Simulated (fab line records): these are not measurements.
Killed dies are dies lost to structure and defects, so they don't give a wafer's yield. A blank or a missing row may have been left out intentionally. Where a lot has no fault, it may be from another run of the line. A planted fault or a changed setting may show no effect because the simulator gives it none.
One fault seen from 3 desks | flow n5_finfet | every desk sees just its own numbers, and what lay behind them comes last

== THE DEFECT DESK ==
For each lot, the counts of the inspections along the route, averaged over the sampled wafers that have a number. A lot is out of limits, marked OUT, if its mean lies more than 4 standard deviations from the usual mean; the brackets give that distance.
Columns: A = raw_defect_count at N5_FIN_CUT_INSPECT_17, usual 227
lot  | first seen here | A
L697 | day 2 10:40     | 303
L699 | day 2 23:46     | 510 (+5.1) OUT
L703 | day 3 22:34     | 509 (+5.0) OUT
L712 | day 6 04:31     | 243
L714 | day 6 16:15     | 228
L715 | day 7 00:22     | 294
L716 | day 7 06:05     | 241
L718 | day 7 16:46     | 241
L719 | day 8 01:59     | 286
This desk's verdict: out of limits on L699, L703, starting with L699 at day 2 23:46 (raw_defect_count at N5_FIN_CUT_INSPECT_17). In limits: L697, L712, L714, L715, L716, L718, L719.

== AT THE METROLOGY DESK ==
Means of the sampled wafers that have a number, per lot and without regard to the tool the lot ran on: this is what the gauges read. A lot is out of limits, marked OUT, if its mean lies more than 4 standard deviations from the usual mean; the brackets give that distance. Shown here are 7 of its 10 readings, the ones lying furthest out on some lot.
Columns: A = DIBL_N at N5_BEOL_M4_RC_MEAS_101, usual 37.0 mV/V; B = DIBL_P at N5_BEOL_M4_RC_MEAS_101, usual 36.7 mV/V; C = IOFF_N at N5_BEOL_M4_RC_MEAS_101, usual 0.17 nA/um; D = IOFF_P at N5_BEOL_M4_RC_MEAS_101, usual 0.22 nA/um; E = ION_N at N5_BEOL_M4_RC_MEAS_101, usual 672 uA/um; F = VT_N at N5_BEOL_M4_RC_MEAS_101, usual 250 mV; G = VT_P at N5_BEOL_M4_RC_MEAS_101, usual -250 mV
lot  | first seen here | A    | B    | C    | D    | E   | F   | G
L697 | day 8 00:55     | 35.5 | 34.6 | 0.15 | 0.23 | 673 | 250 | -245
L699 | day 8 19:19     | 36.8 | 36.4 | 0.18 | 0.25 | 675 | 246 | -246
L703 | day 9 21:30     | 37.7 | 36.7 | 0.17 | 0.21 | 686 | 249 | -252
L712 | day 11 17:05    | 38.2 | 37.8 | 0.20 | 0.26 | 683 | 246 | -244
L715 | day 13 08:39    | 38.1 | 40.2 | 0.17 | 0.24 | 671 | 249 | -248
L714 | day 13 09:46    | 39.4 | 39.1 | 0.22 | 0.25 | 680 | 246 | -250
L719 | day 13 12:05    | 37.3 | 36.2 | 0.16 | 0.22 | 676 | 249 | -248
L716 | day 13 12:13    | 36.8 | 36.0 | 0.15 | 0.21 | 668 | 252 | -250
L718 | day 14 10:43    | 35.8 | 34.6 | 0.15 | 0.21 | 672 | 249 | -250
Result from this desk: across the 9 lots, nothing is out of limits.

== AT THE TOOL OWNER'S DESK: rie_diel-04 ==
The tool's own readings at N5_FIN_CUT_STRIP_22 (strips in N2/H2): means of the sampled wafers that have a number, for each lot that ran on this tool. A lot is out of limits, marked OUT, if its mean lies more than 4 standard deviations from the usual mean; the brackets give that distance.
Columns: A = drypump_motor_current_A at N5_FIN_CUT_STRIP_22, usual 5.7 A; B = h2_flow_sccm at N5_FIN_CUT_STRIP_22, usual 299.9 sccm; C = oes_product_au at N5_FIN_CUT_STRIP_22, usual 0.79 a.u.; D = rf_vpp_V at N5_FIN_CUT_STRIP_22, usual 54.2 V; E = showerhead_plenum_p_Torr at N5_FIN_CUT_STRIP_22, usual 3.40 Torr; F = throttle_valve_pct at N5_FIN_CUT_STRIP_22, usual 19.0 %
lot  | first seen here | A   | B     | C    | D    | E    | F
L697 | day 2 10:31     | 6.0 | 299.6 | 0.80 | 55.0 | 3.37 | 18.7
L699 | day 2 23:36     | 5.8 | 300.1 | 0.81 | 53.5 | 3.43 | 18.9
L703 | day 3 22:24     | 6.0 | 300.4 | 0.78 | 55.1 | 3.37 | 18.7
L716 | day 7 05:51     | 6.0 | 299.9 | 0.76 | 55.2 | 3.36 | 18.8
L718 | day 7 16:32     | 6.0 | 300.8 | 0.72 | 56.0 | 3.37 | 18.6
Result from this desk: across the 5 lots, nothing is out of limits.

== PUT TOGETHER ==
The defect desk could have raised an alarm at day 2 23:46, on L699, L703.
From the metrology desk's view, nothing was out of limits.
The desk of the tool owner found nothing out of limits.
The metrology desk has L699, L703 on record, within its limits.
Tool owner's desk: L699, L703 on record, inside its limits.
N5_FIN_CUT_STRIP_22 was run on rie_diel-04 by each of the lots named.

== WHAT THE SIMULATOR HAD INSERTED ==
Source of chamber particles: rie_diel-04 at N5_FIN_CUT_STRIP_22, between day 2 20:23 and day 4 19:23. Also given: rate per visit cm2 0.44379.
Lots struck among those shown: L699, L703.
Hours from the fault's start to each desk's first reading out of limits: the defect desk, 3.
